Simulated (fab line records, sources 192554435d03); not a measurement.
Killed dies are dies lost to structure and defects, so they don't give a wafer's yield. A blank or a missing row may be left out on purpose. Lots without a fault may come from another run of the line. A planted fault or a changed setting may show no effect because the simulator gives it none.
fab line records | flow n5_finfet
record lots=5 wafers=15 last_day=20
route steps=1938 shown TV_LITHO@1878 TV_OPEN@1887 PAD_METAL@1893 PASSIVATION@1897
lots that met no fault: from a run of the same line without faults
start_h: hours from the record's first day to the start of the lot's first wafer shown | wait_h: hours since the lot's step before | " the same as in the row above | L1.1+2: a row that stands for several wafers | - no value, or no start given | * or withheld: withheld | < > ~ a bound
route shown NAME@n: a module of which the file shows steps, and the number in the route of the first | usual: mean/standard deviation of fault-free wafers | same: alike in all rows | chamber/n: place in a boat | sites: the reading at each site | _std_site: their standard deviation | _edge_site: outer sites' mean less inner sites' | radius_mm: how far each site lies from the wafer's centre | mask NAME#n: copy n | behind: the tool/chamber that last shaped the wafer | hold: why the lot was held/for how many hours/how that ended | device: the transistor (n, p or np) that didn't switch | end of line: the same wafers' tests at the end of the route | a step without rows: its recipe alone | killed: dies lost to structure and defects at the first sort, not the wafer's yield | map: a wafer's dies, x killed, . not, _ none there
set.NAME: the setting as run; set.NAME@STEP: as run at that earlier step | model.NAME: the simulator's own value behind a step, which no gauge read
lots at some steps of the route; a table a step, a row a wafer
services: from which hour (start_h, from the record's first day; less than 0 if before it) a tool's chamber was out of use, for how many hours, and why
## steps
# step N5_PASSIVATION_SOFTBAKE_05
# recipe temp_c=100 time_s=90
# columns lot.wafer tool chamber start_h wait_h
L078.2+4+6 litho_track-05 0 - -
L088.1+3+6 litho_track-03 0 - -
L091.2+3+5 litho_track-05 0 - -
L095.3+5+6 litho_track-02 0 - -
L097.1+2+3 litho_track-05 0 - -
# step N5_PASSIVATION_EXPOSE_07
# recipe mask_id=TV na=0.55 source_shape=conventional sigma_outer=0.8 polarization=unpolarized defocus_nm=0 target_cd_nm=3000 dose_mj=22.75
# columns lot.wafer tool chamber start_h wait_h mask
L078.2+4+6 krf_scanner-01 0 339.76 - TV#0
L088.1+3+6 krf_scanner-02 0 388.78 - TV#0
L091.2+3+5 krf_scanner-01 0 429.82 - TV#0
L095.3+5+6 krf_scanner-02 0 454.74 - TV#0
L097.1+2+3 krf_scanner-02 0 461.75 - TV#0
# step N5_PASSIVATION_PEB_08
# recipe peb_temp_c=withheld peb_time_s=*
# columns lot.wafer tool chamber start_h wait_h
L078.2+4+6 litho_track-05 0 339.81 0.0
L088.1+3+6 litho_track-05 0 388.84 0.1
L091.2+3+5 litho_track-05 0 429.87 0.0
L095.3+5+6 litho_track-02 0 454.79 0.0
L097.1+2+3 litho_track-05 0 461.81 0.1
# step N5_PASSIVATION_DEVELOP_09
# recipe develop_time_s=60 rinse_liquid=diw dry=air_spin dev_temp_c=21
# columns lot.wafer tool chamber start_h wait_h
L078.2+4+6 litho_track-05 0 - -
L088.1+3+6 litho_track-05 0 - -
L091.2+3+5 litho_track-05 0 - -
L095.3+5+6 litho_track-02 0 - -
L097.1+2+3 litho_track-05 0 - -
# step N5_PASSIVATION_HARDBAKE_11
# recipe temp_c=130 time_s=120
# columns lot.wafer tool chamber start_h wait_h
L078.2+4+6 litho_track-05 0 - -
L088.1+3+6 litho_track-05 0 - -
L091.2+3+5 litho_track-05 0 - -
L095.3+5+6 litho_track-02 0 - -
L097.1+2+3 litho_track-05 0 - -
# step N5_PASSIVATION_CD_MEAS_10
# recipe target_cd_nm=3000 landing_energy_ev=500 detector=se_inlens
# usual cd_nm=2999.6/1.6
# columns lot.wafer tool chamber start_h wait_h cd_nm
L078.2 cd_sem-03 0 339.93 - 3001.9
L078.4 " 0 " " 3001.1
L078.6 " 0 " " 2997.7
L088.1 cd_sem-03 0 388.96 - 2998.9
L088.3 " 0 " " 3001.9
L088.6 " 0 " " 3001.3
L091.2 cd_sem-03 0 429.99 - 3001.7
L091.3 " 0 " " 3000.1
L091.5 " 0 " " 3000.4
L095.3 cd_sem-02 0 454.91 - 2999.6
L095.5 " 0 " " 3001.6
L095.6 " 0 " " 3000.9
L097.1 cd_sem-01 0 461.93 - 3000.3
L097.2 " 0 " " 3001.8
L097.3 " 0 " " 3001.9
# step N5_PASSIVATION_OVL_MEAS_60
# recipe points_per_wafer=44
# usual TV_OVL=-2/5.8
# columns lot.wafer tool chamber start_h wait_h TV_OVL[nm]
L078.2 overlay-02 0 339.96 0.0 -6
L078.4 " 0 " " -2
L078.6 " 0 " " -7
L088.1 overlay-02 0 388.99 0.0 7
L088.3 " 0 " " 16
L088.6 " 0 " " 3
L091.2 overlay-01 0 430.02 0.0 -9
L091.3 " 0 " " -10
L091.5 " 0 " " -2
L095.3 overlay-01 0 454.93 0.0 -14
L095.5 " 0 " " -7
L095.6 " 0 " " -22
L097.1 overlay-01 0 461.96 0.0 -6
L097.2 " 0 " " -5
L097.3 " 0 " " -6
# step N5_PASSIVATION_INSPECT_61
# recipe mode=adi inspect_instrument=macro
# usual raw_defect_count=1.9/1.3
# columns lot.wafer tool chamber start_h wait_h raw_defect_count
L078.2 defect_inspect-02 - 339.98 0.0 0
L078.4 " - " " 0
L078.6 " - " " 0
L088.1 defect_inspect-01 - 389.01 0.0 1
L088.3 " - " " 1
L088.6 " - " " 4
L091.2 defect_inspect-02 - 430.05 0.0 1
L091.3 " - " " 0
L091.5 " - " " 3
L095.3 defect_inspect-01 - 454.96 0.0 1
L095.5 " - " " 5
L095.6 " - " " 3
L097.1 defect_inspect-01 - 462.27 0.3 1
L097.2 " - " " 2
L097.3 " - " " 1
# step N5_PASSIVATION_DESCUM_12
# recipe chemistry=O2 time_s=7.9 source_power_w=50 bias_power_w=20 pressure_mtorr=20 rf_frequency_hz=2.712e+07 temp_c=40 o2_flow_sccm=225
# usual drypump_motor_current_A=5.8/0.43 o2_flow_sccm=224.9/0.66 oes_product_au=0.80/0.086 rf_fwd_power_W=49.73/0.17 rf_vpp_V=242.8/1.4 showerhead_plenum_p_Torr=2.08/0.062 throttle_valve_pct=20.47/0.23
# columns lot.wafer tool chamber start_h wait_h drypump_motor_current_A o2_flow_sccm oes_product_au rf_fwd_power_W rf_hours_counter_h rf_vpp_V showerhead_plenum_p_Torr throttle_valve_pct
L078.2 rie_diel-02 3 340.13 0.2 5.9 226.0 0.69 49.72 223 242.5 1.99 20.45
L078.4 " 0 " " 4.8 224.7 0.90 50.12 41 243.2 2.14 20.46
L078.6 " 3 " " 5.9 226.0 0.69 49.77 - 240.8 1.99 20.46
L088.1 rie_diel-02 2 389.18 0.2 6.0 225.1 0.78 49.49 125 242.8 2.02 20.57
L088.3 " 3 " " 5.9 225.4 0.68 49.97 242 239.6 1.98 20.49
L088.6 " 3 " " 5.9 225.2 0.68 49.77 - 241.2 1.98 20.48
L091.2 rie_diel-02 0 430.08 0.0 4.8 225.6 0.85 49.84 70 243.8 2.13 20.49
L091.3 " 1 " " 5.6 224.4 0.70 49.96 226 240.5 1.99 20.79
L091.5 " 0 " " 4.8 225.7 0.86 49.62 - 244.5 2.13 20.51
L095.3 rie_diel-02 2 455.17 0.2 6.0 224.4 0.77 49.79 147 240.8 2.01 20.59
L095.5 " 3 " " 5.9 225.3 0.94 49.67 - 246.2 2.24 20.15
L095.6 " 2 " " 6.1 224.1 0.77 50.02 - 241.5 2.01 20.58
L097.1 rie_diel-05 0 462.30 0.0 5.8 225.8 0.89 49.87 36 242.7 2.05 20.08
L097.2 " 2 " " 6.2 226.3 0.82 49.80 91 242.2 2.02 20.49
L097.3 " 3 " " 6.4 224.3 0.69 49.68 235 241.0 2.05 20.82
# step N5_PASSIVATION_PASS_ETCH_74
# recipe chemistry=CF4/O2 target=SiNx target_depth_a=2200 time_s=110 ion_energy_ev=100 pressure_mtorr=40 source_w=535 bias_w=49 Ar_flow_sccm=100 cf4_flow_sccm=100 O2_flow_sccm=10
# usual drypump_motor_current_A=5.8/0.44 oes_product_au=0.80/0.083 rf_fwd_power_W=532.8/1.6 rf_vpp_V=240.6/2.1 showerhead_plenum_p_Torr=2.19/0.062 throttle_valve_pct=16.01/0.26
# columns lot.wafer tool chamber start_h wait_h drypump_motor_current_A oes_product_au rf_fwd_power_W rf_hours_counter_h rf_vpp_V showerhead_plenum_p_Torr throttle_valve_pct
L078.2 rie_diel-02 3 340.20 0.0 5.9 0.71 535.1 223 236.9 2.10 16.04
L078.4 " 0 " " 4.8 0.90 531.5 41 239.1 2.24 15.93
L078.6 " 3 " " 5.9 0.71 535.5 - 235.2 2.10 16.06
L088.1 rie_diel-02 2 389.25 0.0 6.1 0.79 531.7 125 239.8 2.13 16.08
L088.3 " 3 " " 5.9 0.69 532.0 242 235.1 2.09 16.08
L088.6 " 3 " " 5.9 0.69 533.3 - 234.7 2.09 16.08
L091.2 rie_diel-02 0 430.15 0.0 4.8 0.85 533.2 70 240.7 2.23 15.98
L091.3 " 1 " " 5.6 0.69 533.9 226 237.9 2.09 16.31
L091.5 " 0 " " 4.8 0.86 532.9 - 239.7 2.23 15.97
L095.3 rie_diel-02 2 455.24 0.0 6.1 0.77 531.9 147 240.2 2.12 16.15
L095.5 " 3 " " 5.9 0.96 532.8 - 238.9 2.35 15.65
L095.6 " 2 " " 6.1 0.77 533.1 - 240.0 2.12 16.13
L097.1 rie_diel-05 0 462.37 0.0 5.8 0.88 532.2 36 241.1 2.16 15.54
L097.2 " 2 " " 6.2 0.83 532.7 91 242.3 2.14 16.10
L097.3 " 3 " " 6.4 0.70 535.0 235 242.1 2.17 16.42
# step N5_PASSIVATION_VIA_ETCH_13
# recipe chemistry=CHF3/O2 target=SiO2 target_depth_a=6600 CHF3_flow_sccm=50 O2_flow_sccm=5 Ar_flow_sccm=200 time_s=330 mask_material=PR pressure_mtorr=30 source_w=650 bias_w=170 ion_energy_ev=200 ends=cleared
# usual drypump_motor_current_A=5.8/0.43 etch_rf_on_time_s=236/3.7 oes_product_au=0.72/0.076 rf_fwd_power_W=648.0/2 rf_vpp_V=524/4.4 showerhead_plenum_p_Torr=2.39/0.069 throttle_valve_pct=18.92/0.25
# columns lot.wafer tool chamber start_h wait_h drypump_motor_current_A etch_rf_on_time_s oes_product_au rf_fwd_power_W rf_hours_counter_h rf_vpp_V showerhead_plenum_p_Torr throttle_valve_pct
L078.2 rie_diel-02 3 340.29 0.0 5.9 233 0.63 648.5 223 512 2.29 18.88
L078.4 " 0 " " 4.8 238 0.81 647.2 41 523 2.44 18.81
L078.6 " 3 " " 6.0 241 0.63 651.4 - 512 2.29 18.86
L088.1 rie_diel-02 2 389.34 0.0 6.0 232 0.72 648.9 125 523 2.33 19.00
L088.3 " 3 " " 5.9 231 0.62 650.0 242 513 2.28 18.91
L088.6 " 3 " " 5.9 239 0.62 651.0 - 512 2.28 18.89
L091.2 rie_diel-02 0 430.24 0.0 4.8 234 0.77 647.9 70 523 2.43 18.86
L091.3 " 1 " " 5.6 233 0.63 647.7 226 517 2.28 19.22
L091.5 " 0 " " 4.8 238 0.77 643.5 - 522 2.43 18.86
L095.3 rie_diel-02 2 455.33 0.0 6.0 231 0.69 649.9 147 522 2.32 19.04
L095.5 " 3 " " 5.9 229 0.86 648.1 - 523 2.56 18.53
L095.6 " 2 " " 6.1 237 0.69 652.4 - 522 2.32 19.03
L097.1 rie_diel-05 0 462.46 0.0 5.8 239 0.80 650.8 36 521 2.36 18.45
L097.2 " 2 " " 6.2 237 0.73 645.7 91 524 2.34 18.99
L097.3 " 3 " " 6.3 239 0.63 650.3 235 526 2.38 19.34
# step N5_PASSIVATION_STRIP_14
# recipe chemistry=O2 power_w=600 temp_c=60 pressure_mtorr=30 rf_frequency_hz=6e+07 bias_power_w=0 overash_fraction=0.5 o2_flow_sccm=225
# usual drypump_motor_current_A=5.8/0.43 o2_flow_sccm=225.0/0.65 oes_product_au=0.80/0.086 rf_vpp_V=3.6/0.87 showerhead_plenum_p_Torr=2.08/0.062 throttle_valve_pct=16.70/0.25
# columns lot.wafer tool chamber start_h wait_h drypump_motor_current_A o2_flow_sccm oes_product_au rf_hours_counter_h rf_vpp_V showerhead_plenum_p_Torr throttle_valve_pct
L078.2 rie_diel-02 3 340.49 0.1 5.9 225.0 0.70 224 3.5 1.99 16.73
L078.4 " 0 " " 4.8 225.1 0.90 41 5.2 2.14 16.67
L078.6 " 3 " " 5.9 226.0 0.71 - 4.2 1.99 16.75
L088.1 rie_diel-02 2 389.53 0.1 6.1 225.5 0.78 125 3.5 2.02 16.77
L088.3 " 3 " " 5.9 225.8 0.67 243 2.0 1.99 16.78
L088.6 " 3 " " 5.9 225.2 0.68 - 3.4 1.99 16.75
L091.2 rie_diel-02 0 430.43 0.1 4.8 224.5 0.85 70 4.7 2.13 16.70
L091.3 " 1 " " 5.6 224.1 0.71 227 4.3 1.99 17.04
L091.5 " 0 " " 4.8 225.3 0.85 - 3.8 2.13 16.73
L095.3 rie_diel-02 2 455.52 0.1 6.0 226.6 0.77 148 4.0 2.02 16.83
L095.5 " 3 " " 5.9 224.9 0.93 - 3.4 2.25 16.33
L095.6 " 2 " " 6.1 226.4 0.76 - 4.3 2.02 16.83
L097.1 rie_diel-05 0 462.66 0.1 5.8 224.9 0.90 36 2.6 2.06 16.28
L097.2 " 2 " " 6.2 223.4 0.81 92 4.5 2.03 16.75
L097.3 " 3 " " 6.4 224.8 0.69 235 2.7 2.06 17.08
# step N5_PASSIVATION_ETCH_15
# recipe chemistry=CF4/N2 target=SiCN target_depth_a=750 taper_deg=2 time_s=81.2 ion_energy_ev=150 mask_material=SiNx pressure_mtorr=40 source_w=430 bias_w=70 Ar_flow_sccm=100 cf4_flow_sccm=60 n2_flow_sccm=60
# usual drypump_motor_current_A=5.8/0.43 oes_product_au=0.80/0.083 rf_fwd_power_W=428.2/1.4 rf_vpp_V=381.9/1.8 showerhead_plenum_p_Torr=2.19/0.063 throttle_valve_pct=15.46/0.26
# columns lot.wafer tool chamber start_h wait_h drypump_motor_current_A oes_product_au rf_fwd_power_W rf_hours_counter_h rf_vpp_V showerhead_plenum_p_Torr throttle_valve_pct
L078.2 rie_diel-02 3 - - 5.9 0.70 427.6 224 379.6 2.10 15.50
L078.4 " 0 " " 4.8 0.90 428.6 41 385.1 2.24 15.35
L078.6 " 3 " " 5.9 0.70 427.3 - 379.6 2.10 15.50
L088.1 rie_diel-02 2 - - 6.1 0.79 429.2 125 378.6 2.13 15.54
L088.3 " 3 " " 5.9 0.69 426.7 243 379.8 2.09 15.55
L088.6 " 3 " " 5.9 0.69 426.8 - 378.2 2.09 15.53
L091.2 rie_diel-02 0 - - 4.8 0.87 429.2 70 381.5 2.23 15.41
L091.3 " 1 " " 5.6 0.70 426.4 227 380.1 2.09 15.79
L091.5 " 0 " " 4.8 0.86 430.7 - 384.1 2.23 15.42
L095.3 rie_diel-02 2 - - 6.0 0.77 426.6 148 378.0 2.12 15.58
L095.5 " 3 " " 5.9 0.95 427.7 - 386.4 2.35 15.07
L095.6 " 2 " " 6.1 0.77 427.4 - 378.9 2.12 15.57
L097.1 rie_diel-05 0 - - 5.8 0.88 428.5 36 379.9 2.16 15.00
L097.2 " 2 " " 6.2 0.82 429.6 92 380.2 2.14 15.51
L097.3 " 3 " " 6.3 0.70 424.9 235 383.6 2.17 15.88
# step N5_PASSIVATION_STRIP_73
# recipe chemistry=post_etch_residue_remover time_s=60 temp_c=25 remover_ph=withheld remover_water_wt_pct=withheld remover_fluoride_wt_pct=withheld
# columns lot.wafer tool chamber start_h wait_h
L078.2+4+6 wet_bench-06 1,5,3 340.64 -
L088.1+3+6 wet_bench-01 6,4,7 389.70 -
L091.2+3+5 wet_bench-06 7,6,2 430.59 -
L095.3+5+6 wet_bench-03 7,2,1 455.68 -
L097.1+2+3 wet_bench-03 0,7,2 462.82 -
# step N5_PASSIVATION_SRD_17
# recipe time_s=30 temp_c=23 rinse_liquid=diw dry=n2_spin spin_rpm=1500 dry_time_s=30
# usual spin_rpm=1499.9/0.79
# columns lot.wafer tool chamber start_h wait_h spin_rpm
L078.2 wet_bench-06 1 340.66 0.0 1500.4
L078.4 " 5 " " 1501.0
L078.6 " 3 " " 1501.2
L088.1 wet_bench-01 6 389.74 0.0 1498.8
L088.3 " 4 " " 1500.5
L088.6 " 7 " " 1498.8
L091.2 wet_bench-06 7 430.61 0.0 1499.7
L091.3 " 6 " " 1499.5
L091.5 " 2 " " 1501.0
L095.3 wet_bench-03 7 455.70 0.0 1500.3
L095.5 " 2 " " 1499.6
L095.6 " 1 " " 1500.9
L097.1 wet_bench-03 0 462.84 0.0 1500.4
L097.2 " 7 " " 1500.5
L097.3 " 2 " " 1500.0
# step N5_PASSIVATION_DEGAS_18
# recipe ambient=vacuum temp_c=300 time_s=60
# usual heater_power_w=473/52
# columns lot.wafer tool chamber start_h wait_h heater_power_w
L078.2 pvd_sputter-03 - 342.50 1.8 427
L078.4 " - " " 406
L078.6 " - " " 424
L088.1 pvd_sputter-03 - 389.87 0.1 432
L088.3 " - " " 469
L088.6 " - " " 394
L091.2 pvd_sputter-02 - 432.40 1.8 498
L091.3 " - " " 547
L091.5 " - " " 495
L095.3 pvd_sputter-02 - 455.81 0.1 437
L095.5 " - " " 543
L095.6 " - " " 497
L097.1 pvd_sputter-01 - 463.54 0.7 470
L097.2 " - " " 573
L097.3 " - " " 491
# step N5_PASSIVATION_PRE_CLEAN_19
# recipe gas=H2/He time_s=* temp_c=*
# usual heater_power_w=472/52
# columns lot.wafer tool chamber start_h wait_h heater_power_w
L078.2 pvd_sputter-03 - 342.54 0.0 431
L078.4 " - " " 412
L078.6 " - " " 425
L088.1 pvd_sputter-03 - 389.91 0.0 424
L088.3 " - " " 462
L088.6 " - " " 402
L091.2 pvd_sputter-02 - 432.44 0.0 489
L091.3 " - " " 541
L091.5 " - " " 499
L095.3 pvd_sputter-02 - 455.85 0.0 446
L095.5 " - " " 527
L095.6 " - " " 493
L097.1 pvd_sputter-01 - 463.58 0.0 489
L097.2 " - " " 574
L097.3 " - " " 511
# step N5_PASSIVATION_SPUTTER_20
# recipe material=TaN target_thk_a=500 temp_c=25 chamber_pressure_pa=0.4
# usual substrate_temp_c=25.01/0.11 throttle_valve_pct=29.6/1.1
# columns lot.wafer tool chamber start_h wait_h substrate_temp_c throttle_valve_pct
L078.2 pvd_sputter-03 - 342.58 0.0 25.06 27.9
L078.4 " - " " 24.91 29.6
L078.6 " - " " 24.94 28.1
L088.1 pvd_sputter-03 - 389.95 0.0 25.10 27.8
L088.3 " - " " 25.03 28.9
L088.6 " - " " 25.08 30.5
L091.2 pvd_sputter-02 - 432.48 0.0 25.03 28.7
L091.3 " - " " 24.97 29.9
L091.5 " - " " 24.99 28.6
L095.3 pvd_sputter-02 - 455.89 0.0 25.13 31.4
L095.5 " - " " 24.85 29.6
L095.6 " - " " 24.76 28.8
L097.1 pvd_sputter-01 - 463.62 0.0 24.97 28.9
L097.2 " - " " 24.79 31.3
L097.3 " - " " 25.16 29.7
# step N5_PASSIVATION_AL_DEP_21
# recipe material=Al target_thk_a=28000 temp_c=400 time_s=170 power_w=30000 chamber_pressure_pa=0.4 gas=Ar
# usual cathode_dc_power_W=30000/5.2 substrate_temp_c=399.99/0.23 throttle_valve_pct=29.6/1
# columns lot.wafer tool chamber start_h wait_h cathode_dc_power_W substrate_temp_c throttle_valve_pct
L078.2 pvd_sputter-03 - 342.68 0.1 29998 400.03 28.0
L078.4 " - " " 30001 399.62 29.3
L078.6 " - " " 29999 400.01 27.9
L088.1 pvd_sputter-03 - 390.05 0.1 30006 399.84 28.3
L088.3 " - " " 29993 400.17 29.0
L088.6 " - " " 29997 400.23 30.5
L091.2 pvd_sputter-02 - 432.58 0.1 30005 400.23 28.8
L091.3 " - " " 30009 400.30 29.8
L091.5 " - " " 30000 400.08 28.9
L095.3 pvd_sputter-02 - 455.99 0.1 30005 399.87 31.1
L095.5 " - " " 29994 399.74 29.7
L095.6 " - " " 30002 400.08 28.9
L097.1 pvd_sputter-01 - 463.72 0.1 29995 400.41 28.7
L097.2 " - " " 29999 400.00 31.1
L097.3 " - " " 29997 399.84 29.7
# step N5_PASSIVATION_HMDS_23
# recipe time_s=60 temp_c=120
# columns lot.wafer tool chamber start_h wait_h
L078.2+4+6 litho_track-04 0 342.87 0.1
L088.1+3+6 litho_track-01 0 390.24 0.1
L091.2+3+5 litho_track-01 0 432.77 0.1
L095.3+5+6 litho_track-05 0 456.18 0.1
L097.1+2+3 litho_track-01 0 463.91 0.1
# step N5_PASSIVATION_COAT_24
# recipe spin_rpm=3000 resist_thk_nm=withheld
# columns lot.wafer tool chamber start_h wait_h
L078.2+4+6 litho_track-04 0 - -
L088.1+3+6 litho_track-01 0 - -
L091.2+3+5 litho_track-01 0 - -
L095.3+5+6 litho_track-05 0 - -
L097.1+2+3 litho_track-01 0 - -
# step N5_PASSIVATION_EBR_26
# recipe solvent=PGMEA ebr_width_mm=1.5
# columns lot.wafer tool chamber start_h wait_h
L078.2+4+6 litho_track-04 0 - -
L088.1+3+6 litho_track-01 0 - -
L091.2+3+5 litho_track-01 0 - -
L095.3+5+6 litho_track-05 0 - -
L097.1+2+3 litho_track-01 0 - -
# step N5_PASSIVATION_SOFTBAKE_25
# recipe temp_c=100 time_s=90
# columns lot.wafer tool chamber start_h wait_h
L078.2+4+6 litho_track-04 0 - -
L088.1+3+6 litho_track-01 0 - -
L091.2+3+5 litho_track-01 0 - -
L095.3+5+6 litho_track-05 0 - -
L097.1+2+3 litho_track-01 0 - -
# step N5_PASSIVATION_EXPOSE_27
# recipe mask_id=PAD na=0.55 source_shape=conventional sigma_outer=0.8 polarization=unpolarized defocus_nm=0 dose_mj=32.3
# columns lot.wafer tool chamber start_h wait_h mask
L078.2+4+6 krf_scanner-02 0 342.98 - PAD#0
L088.1+3+6 krf_scanner-01 0 390.47 - PAD#0
L091.2+3+5 krf_scanner-01 0 433.00 - PAD#0
L095.3+5+6 krf_scanner-01 0 456.30 - PAD#0
L097.1+2+3 krf_scanner-02 0 464.14 - PAD#0
# step N5_PASSIVATION_PEB_28
# recipe peb_temp_c=withheld peb_time_s=*
# columns lot.wafer tool chamber start_h wait_h
L078.2+4+6 litho_track-05 0 343.03 0.0
L088.1+3+6 litho_track-01 0 390.53 0.1
L091.2+3+5 litho_track-05 0 433.06 0.0
L095.3+5+6 litho_track-04 0 456.35 0.0
L097.1+2+3 litho_track-01 0 464.20 0.1
# step N5_PASSIVATION_DEVELOP_29
# recipe develop_time_s=60 rinse_liquid=diw dry=air_spin dev_temp_c=21
# columns lot.wafer tool chamber start_h wait_h
L078.2+4+6 litho_track-05 0 - -
L088.1+3+6 litho_track-01 0 - -
L091.2+3+5 litho_track-05 0 - -
L095.3+5+6 litho_track-04 0 - -
L097.1+2+3 litho_track-01 0 - -
# step N5_PASSIVATION_HARDBAKE_31
# recipe temp_c=130 time_s=120
# columns lot.wafer tool chamber start_h wait_h
L078.2+4+6 litho_track-05 0 - -
L088.1+3+6 litho_track-01 0 - -
L091.2+3+5 litho_track-05 0 - -
L095.3+5+6 litho_track-04 0 - -
L097.1+2+3 litho_track-01 0 - -
# step N5_PASSIVATION_CD_MEAS_30
# recipe target_cd_nm=4000 landing_energy_ev=500 detector=se_inlens polarity=opening
# usual cd_nm=3999.8/1.5
# columns lot.wafer tool chamber start_h wait_h cd_nm
L078.2 cd_sem-01 0 343.15 - 3999.6
L078.4 " 0 " " 4001.6
L078.6 " 0 " " 3999.9
L088.1 cd_sem-03 0 390.65 - 3996.9
L088.3 " 0 " " 3999.5
L088.6 " 0 " " 3999.8
L091.2 cd_sem-01 0 433.18 - 3997.2
L091.3 " 0 " " 3997.1
L091.5 " 0 " " 4000.1
L095.3 cd_sem-03 0 456.47 - 4000.2
L095.5 " 0 " " 3999.4
L095.6 " 0 " " 3999.5
L097.1 cd_sem-02 0 464.32 - 4003.2
L097.2 " 0 " " 4002.8
L097.3 " 0 " " 4003.7
# step N5_PASSIVATION_OVL_MEAS_63
# recipe points_per_wafer=44
# usual PAD_OVL=-2/5.3
# columns lot.wafer tool chamber start_h wait_h PAD_OVL[nm]
L078.2 overlay-02 0 343.18 0.0 -5
L078.4 " 0 " " -2
L078.6 " 0 " " -2
L088.1 overlay-01 0 390.68 0.0 -5
L088.3 " 0 " " -6
L088.6 " 0 " " -2
L091.2 overlay-02 0 433.20 0.0 -2
L091.3 " 0 " " -2
L091.5 " 0 " " -10
L095.3 overlay-01 0 456.50 0.0 4
L095.5 " 0 " " 3
L095.6 " 0 " " -3
L097.1 overlay-01 0 464.35 0.0 1
L097.2 " 0 " " -7
L097.3 " 0 " " -4
# step N5_PASSIVATION_INSPECT_64
# recipe mode=adi inspect_instrument=macro
# usual raw_defect_count=2.1/1.4
# columns lot.wafer tool chamber start_h wait_h raw_defect_count
L078.2 defect_inspect-01 - 343.21 0.0 1
L078.4 " - " " 3
L078.6 " - " " 1
L088.1 defect_inspect-01 - 390.70 0.0 3
L088.3 " - " " 1
L088.6 " - " " 4
L091.2 defect_inspect-01 - 433.23 0.0 3
L091.3 " - " " 5
L091.5 " - " " 2
L095.3 defect_inspect-01 - 456.52 0.0 2
L095.5 " - " " 0
L095.6 " - " " 2
L097.1 defect_inspect-01 - 464.37 0.0 0
L097.2 " - " " 1
L097.3 " - " " 5
# step N5_PASSIVATION_DESCUM_32
# recipe chemistry=O2 time_s=7.9 source_power_w=50 bias_power_w=20 pressure_mtorr=20 rf_frequency_hz=2.712e+07 temp_c=40 o2_flow_sccm=225
# usual drypump_motor_current_A=5.8/0.42 o2_flow_sccm=225.1/0.73 oes_product_au=0.77/0.07 rf_fwd_power_W=49.68/0.17 rf_vpp_V=243.5/1.2 showerhead_plenum_p_Torr=2.11/0.056 throttle_valve_pct=20.47/0.19
# columns lot.wafer tool chamber start_h wait_h drypump_motor_current_A o2_flow_sccm oes_product_au rf_fwd_power_W rf_hours_counter_h rf_vpp_V showerhead_plenum_p_Torr throttle_valve_pct
L078.2 rie_diel-04 2 343.44 0.2 5.4 224.8 0.96 49.52 3 244.0 2.14 20.64
L078.4 " 1 " " 5.3 225.5 0.74 49.74 - 242.1 2.08 20.20
L078.6 " 3 " " 6.5 225.3 0.71 49.69 - 243.9 2.16 20.31
L088.1 rie_diel-06 3 390.74 0.0 5.9 225.1 0.71 49.66 213 243.1 2.08 20.57
L088.3 " 2 " " 5.1 225.2 0.69 49.78 244 243.1 2.16 20.44
L088.6 " 3 " " 5.9 225.9 0.71 49.74 - 242.5 2.08 20.56
L091.2 rie_diel-01 2 433.47 0.2 6.2 225.0 0.77 49.77 142 241.0 2.01 20.66
L091.3 " 1 " " 5.8 225.1 0.75 49.66 171 243.4 2.09 20.53
L091.5 " 2 " " 6.2 224.6 0.77 49.87 - 241.2 2.01 20.65
L095.3 rie_diel-01 2 456.55 0.0 6.2 225.1 0.76 49.22 149 243.3 2.00 20.65
L095.5 " 2 " " 6.2 225.5 0.76 49.26 - 241.7 2.00 20.67
L095.6 " 3 " " 5.6 225.7 0.70 49.74 - 244.3 2.06 20.65
L097.1 rie_diel-01 3 464.41 0.0 5.6 225.4 0.69 49.81 233 241.6 2.06 20.68
L097.2 " 0 " " 5.7 225.0 0.75 49.53 161 245.2 2.18 20.61
L097.3 " 1 " " 5.8 225.1 0.73 49.49 181 244.3 2.09 20.55
# step N5_PASSIVATION_AL_ETCH_33
# recipe chemistry=Cl2/BCl3 target_depth_a=28000 over_etch_frac=0.15 Cl2_flow_sccm=180 bcl3_flow_sccm=60 target=Al stop_on=TaN time_s=466.7 ion_energy_ev=100 pressure_mtorr=10 icp_w=900 bias_w=100
# usual drypump_motor_current_A=6.0/0.52 oes_product_au=0.73/0.062 rf_fwd_power_W=898.7/3 throttle_valve_pct=34.12/0.26
# columns lot.wafer tool chamber start_h wait_h drypump_motor_current_A oes_product_au rf_fwd_power_W rf_hours_counter_h throttle_valve_pct
L078.2 rie_metal-03 1 343.66 0.2 5.1 0.68 899.5 - 34.12
L078.4 " 1 " " 5.1 0.67 898.1 - 34.12
L078.6 " 1 " " 5.1 0.68 903.0 - 34.13
L088.1 rie_metal-01 1 390.82 0.1 6.2 0.67 895.9 55 34.05
L088.3 " 0 " " 6.8 0.75 897.8 - 34.24
L088.6 " 0 " " 6.8 0.75 899.5 - 34.25
L091.2 rie_metal-01 1 433.56 0.1 6.2 0.65 904.4 58 34.05
L091.3 " 0 " " 6.8 0.74 895.4 - 34.26
L091.5 " 1 " " 6.1 0.65 902.6 - 34.06
L095.3 rie_metal-01 1 456.77 0.2 6.2 0.66 902.3 - 34.05
L095.5 " 0 " " 6.8 0.74 900.6 - 34.26
L095.6 " 1 " " 6.2 0.65 901.6 - 34.06
L097.1 rie_metal-03 1 464.49 0.1 5.2 0.66 892.4 66 34.14
L097.2 " 0 " " 5.9 0.78 903.2 13 33.72
L097.3 " 1 " " 5.1 0.66 900.6 - 34.14
## services
# columns tool chamber start_h hours kind
krf_scanner-01 - 320.31 4.4 pm
rie_diel-02 2 322.19 4.5 repair
rie_diel-01 1 323.83 2.3 repair
rie_diel-05 - 329.22 0.3 repair
rie_diel-02 - 332.96 1.8 repair
rie_diel-01 1 337.50 9.0 repair
krf_scanner-01 - 337.65 0.8 pm
wet_bench-06 - 338.64 0.6 repair
krf_scanner-02 - 350.48 0.8 pm
rie_diel-02 0 350.85 2.9 repair
krf_scanner-01 - 352.52 1.9 repair
krf_scanner-02 - 366.03 0.6 repair
krf_scanner-02 - 368.15 1.0 pm
rie_diel-02 - 368.45 4.3 pm
krf_scanner-02 - 378.09 1.3 pm
rie_diel-05 3 381.29 7.0 repair
krf_scanner-01 - 387.53 1.3 pm
krf_scanner-01 - 388.89 1.0 pm
rie_diel-02 - 412.46 0.3 repair
rie_diel-05 2 431.49 8.2 repair
rie_diel-05 0 434.83 5.0 repair
krf_scanner-01 - 439.23 6.0 repair
pvd_sputter-02 - 444.70 7.5 repair
krf_scanner-01 - 463.30 3.0 pm
## key
fault none
